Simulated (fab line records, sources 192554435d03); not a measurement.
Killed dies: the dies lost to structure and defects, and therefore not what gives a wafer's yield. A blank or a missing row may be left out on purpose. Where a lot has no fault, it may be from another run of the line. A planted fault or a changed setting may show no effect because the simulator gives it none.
A struck lot beside a sound one || flow n5Finfet || 14 steps out of a route of 1938
Sound: wafers L284.4, L284.5, L284.6. Struck: wafer L294.3 (left out: L294.5, L294.6 of the same lot, which were not struck); the cause appears at the end.
Per side, at each step with rows, come the tool, then ch with its chambers, and then its first start. Under that, the readings that differ: sound wafers || struck wafers || difference of the means || sigmas: that difference in standard deviations of wafers without a fault.
alike: same words and numbers on both sides, and readings whose means sit less than 2 such deviations apart. not compared: any withheld reading, any reading some wafer has no value for, any bound like >300 that may hide the same value, and any number with overlapping values for which the record gives no deviation.
Wherever a step has rows on one side only, a row that says differs or no value, or a row with sigmas, the two part there. Numbers that don't overlap but have no deviation are shown without sigmas and don't part them. A reading missing from all wafers of one side parts the sides only when that side holds two or more wafers.

first, 2 steps without rows for these wafers: N5_MOL_CONTACT_COAG_CONTACT_ETCH_14 (etches SiO2 in C4F6/O2, target depth 27.5 nm, overetch 8.5 nm, time 20 s); N5_MOL_CONTACT_COAG_STRIP_109 (strips in C4F6/O2).
N5_MOL_CONTACT_COAG_ETCH_15: etches SiNx in CH3F/O2, stops on Si:P, target depth 7 nm.
  sound on rieDiel-01 ch 0,3, day 4 17:44; struck on rieDiel-02 ch 2, day 7 05:09
{"reading": "throttleValvePct (%)", "sound": "16.61 16.61 16.59", "struck": 16.03, "difference": -0.57, "sigmas": -2}
  alike: biasW, drypumpMotorCurrentA, oes_o_777_au, oesProductAu, rfVppV, showerheadPlenumPTorr
  not compared: rfHoursCounterH
N5_MOL_CONTACT_COAG_ETCH_110: etches Si in CF4/O2, target depth 2.5 nm, time 8 s.
  sound on rieDiel-01 ch 0,3, day 4 17:48; struck on rieDiel-02 ch 2, day 7 05:13
  alike: biasW, drypumpMotorCurrentA, oes_o_777_au, oesProductAu, rfVppV, showerheadPlenumPTorr, throttleValvePct
  not compared: rfHoursCounterH
then, 1 step without rows for these wafers: N5_MOL_CONTACT_COAG_STRIP_98 (strips in N2/H2).
N5_MOL_CONTACT_COAG_CD_MEAS_99: target cd 17.2 nm.
  sound on cdSem-01 at day 4 17:55; struck on cdSem-03 at day 7 05:20
  alike: cdNm
then, 2 steps without rows for these wafers: N5_MOL_CONTACT_COAG_IMPLANT_129; N5_MOL_CONTACT_COAG_PRECLEAN_111 (cleans in NF3:NH3, afs cycles 1, time 20 s, sublimation time 60 s).
N5_MOL_CONTACT_COAG_TI_SIL_19: material Ti, target thk 4.2 nm, time 15 s.
  sound on pvdSputter-01 at day 4 18:23; struck on pvdSputter-01 at day 7 07:20
  alike: throttleValvePct
N5_MOL_CONTACT_COAG_ALD_20: deposits TiN, target thk 1.5 nm, pulse time 1 s, purge time 3 s.
  sound on aldMetal-03 ch 0,2,3, day 4 18:30; struck on aldMetal-02 ch 1, day 7 07:28
  alike: heaterPowerW, precursorPulseHeightRel
then, 2 steps without rows for these wafers: N5_MOL_CONTACT_COAG_SIL_ANNEAL_21 (time 60 s); N5_MOL_CONTACT_COAG_PRE_CLEAN_141 (time 60 s).
N5_MOL_CONTACT_COAG_SPUTTER_143: material Co, target thk 2.5 nm.
  sound on pvdSputter-03 at day 4 20:56; struck on pvdSputter-01 at day 7 08:32
{"reading": "model.Co_of_MOL_CONTACT_COAG_SPUTTER_143.thkNm (nm)", "sound": "2.6 2.4 2.6", "struck": 1.6, "difference": -0.9, "sigmas": ""}
  alike: throttleValvePct
N5_MOL_CONTACT_COAG_CO_FILL_22: material Co, precursor CCTBA/H2, target thk 20 nm.
  sound on cvdCo-02 ch 0,1,2, day 4 21:21; struck on cvdCo-01 ch 2, day 7 08:40
  alike: heaterPowerW

== WHERE THEY PART ==
N5_MOL_CONTACT_COAG_ETCH_15 only, going by this record. Later steps at which nothing parts them and some readings are alike: N5_MOL_CONTACT_COAG_ETCH_110, N5_MOL_CONTACT_COAG_CD_MEAS_99, N5_MOL_CONTACT_COAG_TI_SIL_19, N5_MOL_CONTACT_COAG_ALD_20, N5_MOL_CONTACT_COAG_SPUTTER_143, N5_MOL_CONTACT_COAG_CO_FILL_22.

WHY: what had been put in by the simulator
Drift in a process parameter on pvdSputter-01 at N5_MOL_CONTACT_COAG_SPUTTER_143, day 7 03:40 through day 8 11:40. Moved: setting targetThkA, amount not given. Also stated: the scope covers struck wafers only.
